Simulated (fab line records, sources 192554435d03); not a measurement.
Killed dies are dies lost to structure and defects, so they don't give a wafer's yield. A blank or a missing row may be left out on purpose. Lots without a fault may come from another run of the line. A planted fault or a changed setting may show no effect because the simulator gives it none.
Which tool did it? | flow n5_finfet | 10 lots, 30 wafers sampled, at 2 steps of a route of 1938

WHAT THE GAUGES READ, wafer by wafer
N5_BEOL_M9_OVL_MEAS_29.
lot  | measured     | on         | V8_OVL (nm)
L159 | day 10 03:52 | overlay-02 | 0.8 -0.6 -0.2
L161 | day 10 12:28 | overlay-02 | -0.3 0.2 0.3
L162 | day 10 18:39 | overlay-02 | -0.9 -0.6 -0.2
L163 | day 10 21:17 | overlay-02 | -0.3 -0.3 -0.2
L165 | day 11 10:47 | overlay-02 | -1.6 -1.3 -0.8
L168 | day 12 18:23 | overlay-01 | -0.1 -0.7 -0.5
L170 | day 12 19:25 | overlay-02 | -0.7 0.0 -0.3
L171 | day 13 01:17 | overlay-02 | -1.3 -1.0 -0.8
L173 | day 13 19:31 | overlay-02 | -0.4 -0.4 0.0
L176 | day 14 05:46 | overlay-02 | -0.1 1.4 0.5

WHICH TOOL RAN EACH LOT (tool, then ch and the chambers of the sampled wafers, then the start)
lot  | N5_BEOL_M9_ETCH_62
L159 | rie_diel-03 ch 1,3, day 10 03:01
L161 | rie_diel-03 ch 0,1, day 10 10:41
L162 | rie_diel-03 ch 0,1, day 10 17:57
L163 | rie_diel-05 ch 0,1,3, day 10 19:52
L165 | rie_diel-06 ch 1,2,3, day 11 08:29
L168 | rie_diel-05 ch 0,1,3, day 12 17:32
L170 | rie_diel-06 ch 0,3, day 12 17:44
L171 | rie_diel-05 ch 0,1, day 12 22:52
L173 | rie_diel-03 ch 0,1, day 13 16:26
L176 | rie_diel-06 ch 1,3, day 14 04:36
- N5_BEOL_M9_ETCH_62: etches SOC in N2/H2, target depth 110 nm, overetch 22 nm, time 165 s.

THE ANSWER, worked out from the rows above alone
Rule: what is usual is taken from the lots themselves. Put in order of their means at a reading, lots are off if they are a third of the lots or fewer, leave a main group of 4 or more, and stand apart from it by a gap of 3 or more times the standard deviation of the main group's means; of several such gaps the widest counts. A main group whose means are all the same, to the digits that the tables above print for the reading, isn't used. A lot without any number at a reading at which 4 lots or more have one is off too. The other lots that the step has rows for count as sound.
No lot is off at any reading shown: from this, nothing can be told.

WHAT THE SIMULATOR HAD PUT IN
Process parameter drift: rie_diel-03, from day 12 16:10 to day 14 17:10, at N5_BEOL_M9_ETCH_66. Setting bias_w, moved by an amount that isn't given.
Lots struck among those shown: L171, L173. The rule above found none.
